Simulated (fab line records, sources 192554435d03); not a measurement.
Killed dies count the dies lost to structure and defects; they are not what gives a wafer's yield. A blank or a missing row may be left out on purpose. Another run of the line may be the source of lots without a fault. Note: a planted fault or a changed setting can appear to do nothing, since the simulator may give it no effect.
Which tool did it? / flow n5Finfet / Sampling: 9 lots, 27 wafers, 5 of 1938 route steps

WHAT EACH GAUGE READ, for each wafer
N5_DUMMY_GATE_THK_MEAS_05. Usual: 72.0 nm for thkNm, sd 1.2.
lot=L231; measured=day 3 06:32; on=filmMetro-02; thkNm (nm)=68.5 70.6 69.9; flag=
lot=L232; measured=day 3 11:50; on=filmMetro-02; thkNm (nm)=71.7 74.0 71.4; flag=
lot=L234; measured=day 3 23:58; on=filmMetro-02; thkNm (nm)=72.1 71.6 72.9; flag=
lot=L237; measured=day 4 19:07; on=filmMetro-02; thkNm (nm)=71.0 69.0 70.6; flag=
lot=L240; measured=day 5 14:35; on=filmMetro-01; thkNm (nm)=73.7 71.1 72.2; flag=
lot=L245; measured=day 6 19:29; on=filmMetro-02; thkNm (nm)=71.5 73.1 70.2; flag=
lot=L247; measured=day 7 05:49; on=filmMetro-01; thkNm (nm)=70.1 72.7 72.2; flag=
lot=L249; measured=day 7 19:40; on=filmMetro-01; thkNm (nm)=73.1 71.2 70.8; flag=
lot=L251; measured=day 8 06:20; on=filmMetro-01; thkNm (nm)=72.4 73.4 71.6; flag=

N5_BEOL_M4_RC_MEAS_101. Usual: DIBL_N 36.0 mV/V, standard deviation 2.5; DIBL_P 36.7 mV/V, standard deviation 3; IOFF_N 0.16 nA/um, standard deviation 0.043; IOFF_P 0.21 nA/um, standard deviation 0.049; ION_N 673 uA/um, standard deviation 15; ION_P 461 uA/um, standard deviation 9.8; SS_N 71.5 mV/dec, standard deviation 0.83; SS_P 73.4 mV/dec, standard deviation 0.83; VT_N 250 mV, standard deviation 4; VT_P -251 mV, standard deviation 4.
lot=L231; measured=day 8 12:34; on=prober-02; DIBL_N (mV/V)=36.6 38.3 34.3; DIBL_P (mV/V)=37.3 38.7 34.4; IOFF_N (nA/um)=0.18 0.20 0.13; IOFF_P (nA/um)=0.19 0.22 0.16; ION_N (uA/um)=697 686 676; ION_P (uA/um)=468 459 463; SS_N (mV/dec)=71.9 72.2 70.9; SS_P (mV/dec)=74.1 74.5 73.0; VT_N (mV)=248 247 254; VT_P (mV)=-254 -251 -255; flag=
lot=L232; measured=day 8 17:45; on=prober-02; DIBL_N (mV/V)=40.0 35.5 40.0; DIBL_P (mV/V)=40.1 35.4 41.3; IOFF_N (nA/um)=0.22 0.14 0.24; IOFF_P (nA/um)=0.28 0.20 0.32; ION_N (uA/um)=691 664 700; ION_P (uA/um)=467 455 482; SS_N (mV/dec)=72.0 71.4 72.0; SS_P (mV/dec)=73.9 73.4 73.7; VT_N (mV)=243 251 242; VT_P (mV)=-243 -251 -243; flag=
lot=L234; measured=day 9 00:22; on=prober-01; DIBL_N (mV/V)=40.5 32.2 38.0; DIBL_P (mV/V)=41.9 32.5 39.1; IOFF_N (nA/um)=0.23 0.09 0.18; IOFF_P (nA/um)=0.29 0.15 0.24; ION_N (uA/um)=687 647 681; ION_P (uA/um)=465 452 465; SS_N (mV/dec)=72.0 69.8 71.5; SS_P (mV/dec)=73.8 71.4 73.0; VT_N (mV)=244 258 248; VT_P (mV)=-245 -253 -247; flag=
lot=L237; measured=day 10 00:22; on=prober-01; DIBL_N (mV/V)=38.4 35.0 36.9; DIBL_P (mV/V)=38.0 35.9 38.2; IOFF_N (nA/um)=0.19 0.13 0.16; IOFF_P (nA/um)=0.23 0.19 0.23; ION_N (uA/um)=673 665 664; ION_P (uA/um)=462 456 460; SS_N (mV/dec)=72.0 71.3 72.0; SS_P (mV/dec)=74.1 73.1 74.3; VT_N (mV)=252 254 252; VT_P (mV)=-251 -253 -250; flag=
lot=L240; measured=day 11 02:02; on=prober-02; DIBL_N (mV/V)=39.5 35.1 37.1; DIBL_P (mV/V)=40.3 34.3 36.4; IOFF_N (nA/um)=0.23 0.14 0.19; IOFF_P (nA/um)=0.28 0.19 0.21; ION_N (uA/um)=685 686 678; ION_P (uA/um)=460 473 457; SS_N (mV/dec)=72.8 70.6 71.6; SS_P (mV/dec)=74.4 73.1 73.3; VT_N (mV)=245 252 247; VT_P (mV)=-247 -254 -253; flag=
lot=L245; measured=day 12 06:11; on=prober-01; DIBL_N (mV/V)=32.5 35.8 32.1; DIBL_P (mV/V)=32.4 35.5 32.7; IOFF_N (nA/um)=0.11 0.15 0.10; IOFF_P (nA/um)=0.13 0.17 0.15; ION_N (uA/um)=677 687 661; ION_P (uA/um)=455 460 458; SS_N (mV/dec)=69.7 71.6 70.6; SS_P (mV/dec)=72.4 73.7 72.5; VT_N (mV)=252 250 254; VT_P (mV)=-258 -254 -253; flag=
lot=L247; measured=day 13 08:08; on=prober-02; DIBL_N (mV/V)=33.2 30.1 26.0; DIBL_P (mV/V)=35.2 31.5 26.5; IOFF_N (nA/um)=0.13 0.09 0.06; IOFF_P (nA/um)=0.17 0.13 0.09; ION_N (uA/um)=674 659 643; ION_P (uA/um)=460 452 453; SS_N (mV/dec)=71.0 69.7 69.0; SS_P (mV/dec)=72.9 72.3 71.2; VT_N (mV)=249 259 259; VT_P (mV)=-253 -257 -259; flag=
lot=L249; measured=day 13 08:08; on=prober-01; DIBL_N (mV/V)=37.2 33.4 34.2; DIBL_P (mV/V)=38.7 33.9 34.3; IOFF_N (nA/um)=0.19 0.13 0.15; IOFF_P (nA/um)=0.26 0.19 0.20; ION_N (uA/um)=677 662 682; ION_P (uA/um)=464 463 472; SS_N (mV/dec)=71.9 70.9 71.5; SS_P (mV/dec)=73.6 72.9 72.6; VT_N (mV)=248 253 246; VT_P (mV)=-248 -250 -249; flag=
lot=L251; measured=day 14 07:53; on=prober-01; DIBL_N (mV/V)=36.6 35.8 35.0; DIBL_P (mV/V)=39.2 38.0 36.9; IOFF_N (nA/um)=0.19 0.16 0.14; IOFF_P (nA/um)=0.24 0.21 0.20; ION_N (uA/um)=694 684 669; ION_P (uA/um)=479 469 461; SS_N (mV/dec)=70.8 71.7 71.0; SS_P (mV/dec)=73.8 73.5 73.1; VT_N (mV)=242 248 252; VT_P (mV)=-249 -251 -250; flag=

WHAT TOOL EACH LOT RAN ON (gives the tool, then ch and the chambers of the sampled wafers, and finally the start)
lot=L231; N5_DUMMY_GATE_ETCH_29=rieDiel-03 ch 1,3, day 3 11:10; N5_DUMMY_GATE_ETCH_37=rieDiel-03 ch 1,3, day 3 11:14; N5_DUMMY_GATE_STRIP_40=rieDiel-03 ch 0,1,2, day 3 11:25
lot=L232; N5_DUMMY_GATE_ETCH_29=rieDiel-01 ch 1,2,3, day 3 16:28; N5_DUMMY_GATE_ETCH_37=rieDiel-01 ch 1,2,3, day 3 16:33; N5_DUMMY_GATE_STRIP_40=rieDiel-01 ch 1,3, day 3 16:44
lot=L234; N5_DUMMY_GATE_ETCH_29=rieDiel-02 ch 0,1,3, day 4 04:35; N5_DUMMY_GATE_ETCH_37=rieDiel-02 ch 0,1,3, day 4 04:40; N5_DUMMY_GATE_STRIP_40=rieDiel-03 ch 0,2,3, day 4 04:50
lot=L237; N5_DUMMY_GATE_ETCH_29=rieDiel-03 ch 1,3, day 5 00:29; N5_DUMMY_GATE_ETCH_37=rieDiel-03 ch 1,3, day 5 00:34; N5_DUMMY_GATE_STRIP_40=rieDiel-03 ch 0,2, day 5 01:06
lot=L240; N5_DUMMY_GATE_ETCH_29=rieDiel-03 ch 0,1,3, day 5 19:12; N5_DUMMY_GATE_ETCH_37=rieDiel-03 ch 0,1,3, day 5 19:17; N5_DUMMY_GATE_STRIP_40=rieDiel-01 ch 1,3, day 5 19:28
lot=L245; N5_DUMMY_GATE_ETCH_29=rieDiel-02 ch 0,2,3, day 6 23:59; N5_DUMMY_GATE_ETCH_37=rieDiel-02 ch 0,2,3, day 7 00:04; N5_DUMMY_GATE_STRIP_40=rieDiel-03 ch 0,1,2, day 7 00:14
lot=L247; N5_DUMMY_GATE_ETCH_29=rieDiel-02 ch 0,1,2, day 7 10:27; N5_DUMMY_GATE_ETCH_37=rieDiel-02 ch 0,1,2, day 7 10:32; N5_DUMMY_GATE_STRIP_40=rieDiel-02 ch 1,2,3, day 7 10:43
lot=L249; N5_DUMMY_GATE_ETCH_29=rieDiel-01 ch 1,2, day 8 00:17; N5_DUMMY_GATE_ETCH_37=rieDiel-01 ch 1,2, day 8 00:22; N5_DUMMY_GATE_STRIP_40=rieDiel-02 ch 2,3, day 8 00:32
lot=L251; N5_DUMMY_GATE_ETCH_29=rieDiel-01 ch 0,3, day 8 11:04; N5_DUMMY_GATE_ETCH_37=rieDiel-01 ch 0,3, day 8 11:09; N5_DUMMY_GATE_STRIP_40=rieDiel-01 ch 1,2,3, day 8 11:20
- N5_DUMMY_GATE_ETCH_29: etches underlayer in N2/H2, target depth 13 nm.
- N5_DUMMY_GATE_ETCH_37: etches SOC in N2/H2, target depth 60 nm, overetch 30 nm.
- N5_DUMMY_GATE_STRIP_40: strips in CF4.

WHAT THE TOOLS THEMSELVES READ (means of the sampled wafers that have a number; where no wafer has one, the mark that the record gives instead)
N5_DUMMY_GATE_ETCH_29. Usual: drypumpMotorCurrentA 5.8 A, standard deviation 0.49; h2FlowSccm 200.0 sccm, standard deviation 0.56; oesProductAu 0.77 a.u., standard deviation 0.066; rfFwdPowerW 831.6 W, standard deviation 2.9; rfVppV 523.6 V, standard deviation 2.7; showerheadPlenumPTorr 2.53 Torr, standard deviation 0.091; throttleValvePct 17.90 %, standard deviation 0.28.
lot=L231; tool=rieDiel-03; drypumpMotorCurrentA (A)=5.3; h2FlowSccm (sccm)=200.2; oesProductAu (a.u.)=0.77; rfFwdPowerW (W)=827.7; rfVppV (V)=522.6; showerheadPlenumPTorr (Torr)=2.52; throttleValvePct (%)=18.13; flag=
lot=L232; tool=rieDiel-01; drypumpMotorCurrentA (A)=6.3; h2FlowSccm (sccm)=199.7; oesProductAu (a.u.)=0.75; rfFwdPowerW (W)=832.2; rfVppV (V)=523.2; showerheadPlenumPTorr (Torr)=2.53; throttleValvePct (%)=17.96; flag=
lot=L234; tool=rieDiel-02; drypumpMotorCurrentA (A)=5.6; h2FlowSccm (sccm)=199.9; oesProductAu (a.u.)=0.86; rfFwdPowerW (W)=831.5; rfVppV (V)=524.6; showerheadPlenumPTorr (Torr)=2.57; throttleValvePct (%)=17.65; flag=
lot=L237; tool=rieDiel-03; drypumpMotorCurrentA (A)=5.3; h2FlowSccm (sccm)=200.0; oesProductAu (a.u.)=0.76; rfFwdPowerW (W)=830.3; rfVppV (V)=522.9; showerheadPlenumPTorr (Torr)=2.51; throttleValvePct (%)=18.15; flag=
lot=L240; tool=rieDiel-03; drypumpMotorCurrentA (A)=5.4; h2FlowSccm (sccm)=199.4; oesProductAu (a.u.)=0.76; rfFwdPowerW (W)=831.5; rfVppV (V)=523.9; showerheadPlenumPTorr (Torr)=2.54; throttleValvePct (%)=18.19; flag=
lot=L245; tool=rieDiel-02; drypumpMotorCurrentA (A)=5.4; h2FlowSccm (sccm)=199.7; oesProductAu (a.u.)=0.82; rfFwdPowerW (W)=831.0; rfVppV (V)=524.1; showerheadPlenumPTorr (Torr)=2.52; throttleValvePct (%)=17.70; flag=
lot=L247; tool=rieDiel-02; drypumpMotorCurrentA (A)=5.7; h2FlowSccm (sccm)=199.8; oesProductAu (a.u.)=0.77; rfFwdPowerW (W)=834.4; rfVppV (V)=521.9; showerheadPlenumPTorr (Torr)=2.48; throttleValvePct (%)=17.85; flag=
lot=L249; tool=rieDiel-01; drypumpMotorCurrentA (A)=6.0; h2FlowSccm (sccm)=200.6; oesProductAu (a.u.)=0.71; rfFwdPowerW (W)=831.9; rfVppV (V)=521.9; showerheadPlenumPTorr (Torr)=2.46; throttleValvePct (%)=18.01; flag=
lot=L251; tool=rieDiel-01; drypumpMotorCurrentA (A)=5.9; h2FlowSccm (sccm)=200.0; oesProductAu (a.u.)=0.85; rfFwdPowerW (W)=834.7; rfVppV (V)=524.9; showerheadPlenumPTorr (Torr)=2.60; throttleValvePct (%)=17.73; flag=

N5_DUMMY_GATE_ETCH_37. Usual: drypumpMotorCurrentA 5.8 A, standard deviation 0.49; h2FlowSccm 200.0 sccm, standard deviation 0.61; oesProductAu 0.61 a.u., standard deviation 0.057; rfFwdPowerW 831.6 W, standard deviation 2.8; rfVppV 523.7 V, standard deviation 2.7; showerheadPlenumPTorr 2.53 Torr, standard deviation 0.091; tempC 39.99 C, standard deviation 0.12; throttleValvePct 17.83 %, standard deviation 0.28.
lot=L231; tool=rieDiel-03; drypumpMotorCurrentA (A)=5.3; h2FlowSccm (sccm)=200.0; oesProductAu (a.u.)=0.60; rfFwdPowerW (W)=830.0; rfVppV (V)=523.6; showerheadPlenumPTorr (Torr)=2.52; tempC (C)=39.98; throttleValvePct (%)=18.05; flag=
lot=L232; tool=rieDiel-01; drypumpMotorCurrentA (A)=6.3; h2FlowSccm (sccm)=200.7; oesProductAu (a.u.)=0.58; rfFwdPowerW (W)=831.7; rfVppV (V)=523.3; showerheadPlenumPTorr (Torr)=2.53; tempC (C)=39.89; throttleValvePct (%)=17.89; flag=
lot=L234; tool=rieDiel-02; drypumpMotorCurrentA (A)=5.7; h2FlowSccm (sccm)=199.4; oesProductAu (a.u.)=0.70; rfFwdPowerW (W)=834.9; rfVppV (V)=524.7; showerheadPlenumPTorr (Torr)=2.57; tempC (C)=40.04; throttleValvePct (%)=17.59; flag=
lot=L237; tool=rieDiel-03; drypumpMotorCurrentA (A)=5.2; h2FlowSccm (sccm)=200.3; oesProductAu (a.u.)=0.59; rfFwdPowerW (W)=832.3; rfVppV (V)=522.3; showerheadPlenumPTorr (Torr)=2.51; tempC (C)=40.06; throttleValvePct (%)=18.07; flag=
lot=L240; tool=rieDiel-03; drypumpMotorCurrentA (A)=5.5; h2FlowSccm (sccm)=200.1; oesProductAu (a.u.)=0.59; rfFwdPowerW (W)=830.3; rfVppV (V)=524.5; showerheadPlenumPTorr (Torr)=2.54; tempC (C)=40.01; throttleValvePct (%)=18.13; flag=
lot=L245; tool=rieDiel-02; drypumpMotorCurrentA (A)=5.4; h2FlowSccm (sccm)=199.7; oesProductAu (a.u.)=0.66; rfFwdPowerW (W)=628.9; rfVppV (V)=573.1; showerheadPlenumPTorr (Torr)=2.52; tempC (C)=40.06; throttleValvePct (%)=17.64; flag=OFF
lot=L247; tool=rieDiel-02; drypumpMotorCurrentA (A)=5.7; h2FlowSccm (sccm)=199.8; oesProductAu (a.u.)=0.61; rfFwdPowerW (W)=632.0; rfVppV (V)=571.0; showerheadPlenumPTorr (Torr)=2.48; tempC (C)=39.94; throttleValvePct (%)=17.78; flag=OFF
lot=L249; tool=rieDiel-01; drypumpMotorCurrentA (A)=6.0; h2FlowSccm (sccm)=200.3; oesProductAu (a.u.)=0.56; rfFwdPowerW (W)=831.7; rfVppV (V)=522.9; showerheadPlenumPTorr (Torr)=2.46; tempC (C)=40.02; throttleValvePct (%)=17.93; flag=
lot=L251; tool=rieDiel-01; drypumpMotorCurrentA (A)=5.9; h2FlowSccm (sccm)=199.9; oesProductAu (a.u.)=0.66; rfFwdPowerW (W)=830.6; rfVppV (V)=526.0; showerheadPlenumPTorr (Torr)=2.60; tempC (C)=39.97; throttleValvePct (%)=17.65; flag=

N5_DUMMY_GATE_STRIP_40. Usual: drypumpMotorCurrentA 5.7 A, standard deviation 0.48; oesProductAu 0.75 a.u., standard deviation 0.066; rfVppV 271.1 V, standard deviation 1.7; showerheadPlenumPTorr 1.79 Torr, standard deviation 0.049; throttleValvePct 13.69 %, standard deviation 0.25.
lot=L231; tool=rieDiel-03; drypumpMotorCurrentA (A)=5.5; oesProductAu (a.u.)=0.74; rfVppV (V)=272.1; showerheadPlenumPTorr (Torr)=1.80; throttleValvePct (%)=13.79; flag=
lot=L232; tool=rieDiel-01; drypumpMotorCurrentA (A)=6.6; oesProductAu (a.u.)=0.73; rfVppV (V)=271.8; showerheadPlenumPTorr (Torr)=1.81; throttleValvePct (%)=13.59; flag=
lot=L234; tool=rieDiel-03; drypumpMotorCurrentA (A)=5.3; oesProductAu (a.u.)=0.73; rfVppV (V)=272.4; showerheadPlenumPTorr (Torr)=1.82; throttleValvePct (%)=13.83; flag=
lot=L237; tool=rieDiel-03; drypumpMotorCurrentA (A)=5.4; oesProductAu (a.u.)=0.71; rfVppV (V)=272.6; showerheadPlenumPTorr (Torr)=1.84; throttleValvePct (%)=13.84; flag=
lot=L240; tool=rieDiel-01; drypumpMotorCurrentA (A)=6.6; oesProductAu (a.u.)=0.71; rfVppV (V)=270.1; showerheadPlenumPTorr (Torr)=1.77; throttleValvePct (%)=13.56; flag=
lot=L245; tool=rieDiel-03; drypumpMotorCurrentA (A)=5.6; oesProductAu (a.u.)=0.72; rfVppV (V)=271.5; showerheadPlenumPTorr (Torr)=1.79; throttleValvePct (%)=13.84; flag=
lot=L247; tool=rieDiel-02; drypumpMotorCurrentA (A)=5.8; oesProductAu (a.u.)=0.77; rfVppV (V)=270.7; showerheadPlenumPTorr (Torr)=1.78; throttleValvePct (%)=13.44; flag=
lot=L249; tool=rieDiel-02; drypumpMotorCurrentA (A)=5.6; oesProductAu (a.u.)=0.76; rfVppV (V)=270.0; showerheadPlenumPTorr (Torr)=1.77; throttleValvePct (%)=13.52; flag=
lot=L251; tool=rieDiel-01; drypumpMotorCurrentA (A)=6.3; oesProductAu (a.u.)=0.70; rfVppV (V)=271.4; showerheadPlenumPTorr (Torr)=1.78; throttleValvePct (%)=13.80; flag=

THE ANSWER, worked out from the rows above alone
Rule: lot off if the mean of its wafers having a number is beyond 3 standard deviations from the usual mean. Also off: a lot with no number at a reading for which 4 or more lots have one. The other lots that the step has rows for count as sound. After the gauges, taken in route order, come the tools' own readings; for these a lot's mean is taken, as printed above. The first step at which some lot is off is used, and at that step the reading that is off furthest; a lot without a number counts as furthest.
Off, at N5_DUMMY_GATE_ETCH_37 on rfFwdPowerW: L245, L247.
If a tool, at that step or one of the process steps before it, ran each lot that is off and ran no sound lot following the first of them, it fits. One fits: N5_DUMMY_GATE_ETCH_29 and N5_DUMMY_GATE_ETCH_37 on rieDiel-02. At N5_DUMMY_GATE_ETCH_29 its last sound lot is L234 (day 4 04:35), its first lot that is off L245 (day 6 23:59): a fault that began between those two fits.

WHAT WAS PUT IN BY THE SIMULATOR
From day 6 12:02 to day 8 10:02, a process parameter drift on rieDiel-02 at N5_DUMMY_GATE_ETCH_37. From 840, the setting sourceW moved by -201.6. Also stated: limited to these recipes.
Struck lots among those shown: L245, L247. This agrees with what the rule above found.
